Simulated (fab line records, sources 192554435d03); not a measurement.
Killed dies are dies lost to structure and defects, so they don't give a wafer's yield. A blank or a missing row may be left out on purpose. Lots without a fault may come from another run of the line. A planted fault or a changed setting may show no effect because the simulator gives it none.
Chamber matching | flow n5_finfet | N5_SPACER0_ALD_08 on ald_sin-03: 4 sister chambers
The step deposits SiNx, target thk 2 nm. 8 wafers are shown with their chamber, then 7 later ones without.

WAFERS WITH THEIR CHAMBER
wafer  | chamber | heater_power_w (W) | chamber_pressure_Torr (Torr)
L074.4 | 1       | 911                | 2.003
L074.5 | 2       | 1035               | 1.998
L081.4 | 1       | 897                | 1.997
L082.6 | 0       | 795                | 1.995
L085.3 | 2       | 1040               | 1.998
L085.6 | 3       | 889                | 2.001
L088.3 | 0       | 820                | 1.996
L088.5 | 3       | 858                | 1.999

WAFERS WITHOUT THEIR CHAMBER
wafer  | heater_power_w (W) | chamber_pressure_Torr (Torr)
L088.6 | 796                | 1.995
L089.2 | 874                | 1.994
L089.4 | 789                | 2.002
L089.5 | 777                | 2.006
L093.3 | 805                | 1.998
L093.5 | 809                | 2.010
L093.6 | 883                | 2.005

WHICH CHAMBER EACH WENT THROUGH
wafer  | from the rows above          | in truth
L088.6 | 0                            | 0
L089.2 | can't be placed: 3 or 1 or 0 | 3
L089.4 | 0                            | 0
L089.5 | can't be placed: 0 or 3      | 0
L093.3 | 0                            | 0
L093.5 | can't be placed: 3 or 0 or 1 | 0
L093.6 | can't be placed: 3 or 1      | 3
Placed correctly: 3 of 7. Can't be placed from these rows: 4 (the true chamber is among the candidates in 4). Placed wrongly: 0.
How it was worked out, from the rows above alone: a wafer's distance from a chamber is the root of the sum, over the readings, of the square of ((its reading less the chamber's mean) divided by the reading's scatter). The wafer belongs to the nearest chamber; if the next one is less than 2 further off, it can't be placed. A chamber's mean is the mean of its shown wafers. The scatter: the root of (the sum of the squares of (reading less its chamber's mean) over the shown wafers, divided by (wafers less chambers)).
